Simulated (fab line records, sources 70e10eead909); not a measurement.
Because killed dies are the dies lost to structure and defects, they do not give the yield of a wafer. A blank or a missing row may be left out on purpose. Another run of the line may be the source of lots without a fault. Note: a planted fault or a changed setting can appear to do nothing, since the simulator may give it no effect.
A lot that was struck, set against a sound lot | flow nand harc | 14 out of 1159 route steps
Sound: wafers L824.3, L824.5, L824.6. Struck: wafer L828.5; the same lot's L828.1 was not struck, so it is left out; see the end for the cause.
For every step that has rows: the tool of each side, followed by ch and its chambers, followed by its first start. Under that, the readings that differ: sound wafers | struck wafers | difference of the means | sigmas: that difference in standard deviations of wafers without a fault.
alike: words and numbers the same on both sides, and readings whose means are apart by under 2 such deviations; not compared: readings that were withheld, readings missing a value for some wafer, numbers with overlapping values and no deviation given by the record, and bounds like >300 which may hide the same value.
A row with sigmas, a row that says differs or no value, or rows on one side alone: a step with any of these is where the two part. Non-overlapping numbers with no deviation appear without sigmas and do not part them. A reading that every wafer of one side lacks parts them only if that side has two wafers or more.

NHARC_A_M0_CMP_23: polishes, t overpolish 20 s, target thk 113.75 nm.
  sound on cmp-04 ch 1,2,3, day 19 06:01; struck on cmp-03 ch 2, day 20 00:23
  alike: motor current A, retaining ring pressure frac, slurry flow ml min, time to endpoint s
NHARC_A_M0_THK_MEAS_24: measures by xrf.
  sound: film metro-01 at day 19 06:16; struck: film metro-02 at day 20 00:41
  alike: thk nm
then, 1 step without rows for these wafers: NHARC_A_M0_SRD_25.
NHARC_A_M0_INSPECT_27:
  sound: defect inspect-01 at day 19 06:25; struck: defect inspect-01 at day 20 00:50
  alike: raw defect count
NHARC_A_M0_PRE_CLEAN_31: time 12 s.
  sound on pecvd-02 ch 1,2, day 19 06:30; struck on pecvd-02 ch 2, day 20 00:54
  alike: heater power w, susceptor temp C
NHARC_A_M0_DEP_32: deposits SiCN, target thk 30 nm.
  sound on pecvd-02 ch 1,2, day 19 06:37; struck on pecvd-02 ch 2, day 20 00:59
  alike: heater power w, showerhead vpp V, susceptor temp C
then, 5 steps without rows for these wafers: NHARC_A_M1_DEP_00 (deposits SiOC, target thk 182.5 nm); NHARC_A_M1_DEHYDRATE_01 (time 120 s); NHARC_A_M1_HMDS_02 (time 30 s); NHARC_A_M1_COAT_34 (time 65 s); NHARC_A_M1_COAT_03 (resist thk 90 nm).
NHARC_A_M1_SOFTBAKE_04: time 55 s.
  sound on litho track-04 ch 0, day 19 07:00; struck on litho track-06 ch 0, day 20 01:00
  reading                  | sound                | struck | difference | sigmas
  heater power total W (W) | 188.44 188.30 188.30 | 229.73 | +41.38     | +99 or more
then, 1 step without rows for these wafers: NHARC_A_M1_EBR_05.
NHARC_END_SORT_01:
  at this point the record logs the struck wafers (prober-02 ch 0, day 21 21:26) and has no rows for the sound ones

## WHERE THEY PART
Earliest at NHARC_A_M1_SOFTBAKE_04; latest, in this record, at NHARC_END_SORT_01.

WHY: what the simulator had put in
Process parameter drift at NHARC_A_M1_SOFTBAKE_04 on litho track-06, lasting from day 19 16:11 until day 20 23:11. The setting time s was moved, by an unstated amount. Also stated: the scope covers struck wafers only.
